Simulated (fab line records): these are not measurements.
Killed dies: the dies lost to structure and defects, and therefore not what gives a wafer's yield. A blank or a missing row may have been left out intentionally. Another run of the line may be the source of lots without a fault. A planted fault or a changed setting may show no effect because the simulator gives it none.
Comparing a struck lot with a sound one -- flow n5 finfet -- 14 steps out of a route of 1938
Sound: wafers L475.2, L475.3, L475.6. The struck wafers were L470.1, L470.2, L470.3. The cause is given at the end.
Per side, at each step with rows, come the tool, then ch with its chambers, and then its first start. Under that, the readings that differ: sound wafers -- struck wafers -- difference of the means -- sigmas: that difference in standard deviations of wafers without a fault.
alike: same words and numbers on both sides, and readings whose means sit less than 2 such deviations apart. not compared: any withheld reading, any reading some wafer has no value for, any bound like >300 that may hide the same value, and any number with overlapping values for which the record gives no deviation.
A row with sigmas, a row that says differs or no value, or rows on one side alone: a step with any of these is where the two part. Non-overlapping numbers with no deviation appear without sigmas and do not part them. A reading missing from all wafers of one side parts the sides only when that side holds two or more wafers.

first, 1 step without rows for these wafers: N5_BEOL_M10_STRIP_68 (strips in N2/H2).
N5_BEOL_M10_STRIP_67: strips in CF4.
  sound on rie diel-04 ch 0,2, day 13 20:38; struck on rie diel-04 ch 0,2,3, day 12 15:47
  alike: drypump motor current A, oes product au, power w, rf vpp V, showerhead plenum p Torr, throttle valve pct
  not compared: rf hours counter h
N5_BEOL_M10_HM_OPEN_17: chemistry Cl2/BCl3, target TiN, target depth 20 nm, overetch 6 nm.
  sound on rie metal-03 ch 0,1, day 13 20:40; struck on rie metal-01 ch 0,1, day 12 15:55
  alike: drypump motor current A, oes product au, throttle valve pct
  not compared: rf hours counter h
N5_BEOL_M10_STRIP_19: strips in O2.
  sound on rie diel-02 ch 2,3, day 13 20:49; struck on rie diel-02 ch 0,1,2, day 12 16:02
  alike: drypump motor current A, oes product au, rf vpp V, showerhead plenum p Torr, throttle valve pct
  not compared: rf hours counter h
N5_BEOL_M10_CD_MEAS_18: pitch 140 nm, target cd 70 nm.
  sound on cd sem-02, day 13 20:53; struck on cd sem-03, day 12 16:06
  alike: cd nm
then, 7 steps without rows for these wafers: N5_BEOL_M10_COAT_63 (time 60 s, resist thk 100 nm); N5_BEOL_M10_COAT_64 (time 60 s, resist thk 30 nm); N5_BEOL_M10_COAT_22 (resist thk 90 nm); N5_BEOL_M10_EBR_24; N5_BEOL_M10_SOFTBAKE_23 (time 60 s); N5_BEOL_M10_EXPOSE_25 (exposes mask V9); N5_BEOL_M10_PEB_26 (peb time 60 s).
N5_BEOL_M10_DEVELOP_27: develop time 30 s.
  sound on litho track-01 ch 0, day 13 21:34; struck on litho track-04, day 12 16:36
  no value came back on the struck wafers for chill plate temp C (C), develop time s (s); on the sound wafers chill plate temp C (C) reads 23.11 23.25 23.22
reading,sound,struck,difference,sigmas
model.CAR-ArF_of_BEOL_M10_COAT_22.thk nm (nm),88.2 88.4 88.6,89.8 90.2 89.8,+1.5,
N5_BEOL_M10_CD_MEAS_28: target cd 70 nm.
  sound on cd sem-02 ch 0, day 13 21:37; struck on cd sem-01 ch 0, day 12 16:40
reading,sound,struck,difference,sigmas
cd nm (nm),71.3 68.6 70.5,- - -,no value on the struck wafers,

## WHERE THEY PART
At N5_BEOL_M10_DEVELOP_27 first; at N5_BEOL_M10_CD_MEAS_28 last (within this record only).

WHY: the cause the simulator had injected
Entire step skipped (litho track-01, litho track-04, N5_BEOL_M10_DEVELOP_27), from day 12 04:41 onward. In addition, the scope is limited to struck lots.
